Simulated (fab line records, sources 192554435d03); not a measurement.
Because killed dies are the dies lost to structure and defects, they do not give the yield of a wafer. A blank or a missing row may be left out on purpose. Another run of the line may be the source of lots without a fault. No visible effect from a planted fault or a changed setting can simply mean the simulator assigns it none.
Which tool is to blame?	flow n5 finfet	13 lots, 35 wafers sampled, at 3 steps of a route of 1938

## WHAT THE GAUGES SHOWED, per wafer
N5_STI_FIN_REVEAL_FIN_H_MEAS_10.
lot	measured	on	trench depth nm (nm)
L233	day 2 12:46	ocd-02	51.8 51.8 52.5
L234	day 2 21:19	ocd-02	53.1 52.4 54.1
L235	day 3 02:20	ocd-01	52.8 52.2 52.6
L237	day 3 13:48	ocd-02	50.9 53.7
L238	day 3 19:32	ocd-01	53.4 52.5
L239	day 4 00:47	ocd-02	52.0 49.7
L240	day 4 09:42	ocd-01	53.3 52.0
L241	day 4 14:22	ocd-02	52.5 52.7 53.3
L248	day 6 06:55	ocd-02	53.1 52.6 53.0
L250	day 6 18:36	ocd-02	53.0 52.1 52.3
L251	day 7 00:35	ocd-02	50.8 52.1 51.6
L254	day 7 20:16	ocd-01	52.5 52.2 51.9
L256	day 8 10:10	ocd-01	50.1 52.0 50.5

N5_DUMMY_GATE_CD_MEAS_24: target cd 15 nm.
lot	measured	on	cd nm (nm)
L233	day 3 01:07	cd sem-01	14.8 14.4 15.2
L234	day 3 06:54	cd sem-01	14.9 14.6 14.7
L235	day 3 12:19	cd sem-03	15.8 15.0 14.2
L237	day 3 23:39	cd sem-01	14.9 14.8
L238	day 4 05:20	cd sem-02	14.2 14.9
L239	day 4 10:26	cd sem-01	14.7 14.8
L240	day 4 20:41	cd sem-03	15.4 15.0
L241	day 5 00:09	cd sem-03	15.4 14.9 14.9
L248	day 6 16:29	cd sem-03	14.0 15.1 15.2
L250	day 7 04:12	cd sem-02	15.4 15.2 14.7
L251	day 7 10:10	cd sem-01	15.0 15.8 14.6
L254	day 8 07:57	cd sem-03	15.7 15.7 14.9
L256	day 8 19:52	cd sem-01	15.0 15.3 14.8

## WHAT TOOL EACH LOT RAN ON (gives the tool, then ch and the chambers of the sampled wafers, and finally the start)
lot	N5_DUMMY_GATE_DESCUM_20
L233	rie diel-03 ch 1,2,3, day 3 00:14
L234	rie diel-06 ch 1,3, day 3 06:01
L235	rie diel-06 ch 0,1,2, day 3 11:14
L237	rie diel-03 ch 0,1, day 3 22:46
L238	rie diel-06 ch 1,3, day 4 04:22
L239	rie diel-03 ch 0,2, day 4 09:34
L240	rie diel-05 ch 2,3, day 4 19:50
L241	rie diel-06 ch 0,1,2, day 4 23:12
L248	rie diel-05 ch 0,2,3, day 6 15:37
L250	rie diel-05 ch 0,1,3, day 7 03:19
L251	rie diel-03 ch 0,1,3, day 7 09:18
L254	rie diel-06 ch 0,1,2, day 8 07:06
L256	rie diel-05 ch 0,1,2, day 8 19:00
- N5_DUMMY_GATE_DESCUM_20: chemistry O2, time 6.2 s.

## WHAT THE TOOLS THEMSELVES READ (means of the sampled wafers that have a number; where no wafer has one, the mark that the record gives instead)
N5_DUMMY_GATE_DESCUM_20.
lot	tool	drypump motor current A (A)	oes product au (a.u.)	rf vpp V (V)	showerhead plenum p Torr (Torr)	throttle valve pct (%)
L233	rie diel-03	5.92	0.77	242.1	2.03	20.35
L234	rie diel-06	5.71	0.79	242.0	2.03	20.39
L235	rie diel-06	5.52	0.81	242.0	2.04	20.51
L237	rie diel-03	6.17	0.74	243.4	2.08	20.46
L238	rie diel-06	5.76	0.79	242.9	2.01	20.36
L239	rie diel-03	6.22	0.70	242.3	2.04	20.55
L240	rie diel-05	5.62	0.80	243.5	2.10	20.44
L241	rie diel-06	5.53	0.80	243.2	2.03	20.52
L248	rie diel-05	5.59	0.87	243.9	2.10	20.45
L250	rie diel-05	5.74	0.86	243.9	2.14	20.50
L251	rie diel-03	6.04	0.84	242.5	2.05	20.40
L254	rie diel-06	5.51	0.77	241.1	2.02	20.56
L256	rie diel-05	5.54	0.80	243.6	2.11	20.39

## THE ANSWER, worked out from the rows above alone
Rule: usual is defined by the lots themselves. The widest of any qualifying gaps counts: lots, ordered by their means at a reading, are off when they make up no more than a third of the lots, leave a main group of 4 or more, and stand apart from it by 3 or more times the standard deviation of that group's means. If all means in a main group match to the digits the tables above print for the reading, that group is not used. Also off: a lot with no number at a reading for which 4 or more lots have one. Any other lot the step has rows for is counted as sound. After the gauges, taken in route order, come the tools' own readings; for these a lot's mean is taken, as printed above. The first step at which some lot is off is used, and at that step the reading that is off furthest; a lot without a number counts as furthest.
Nothing can be told from this: no lot is off at any reading shown.

## WHAT HAD BEEN PUT IN BY THE SIMULATOR
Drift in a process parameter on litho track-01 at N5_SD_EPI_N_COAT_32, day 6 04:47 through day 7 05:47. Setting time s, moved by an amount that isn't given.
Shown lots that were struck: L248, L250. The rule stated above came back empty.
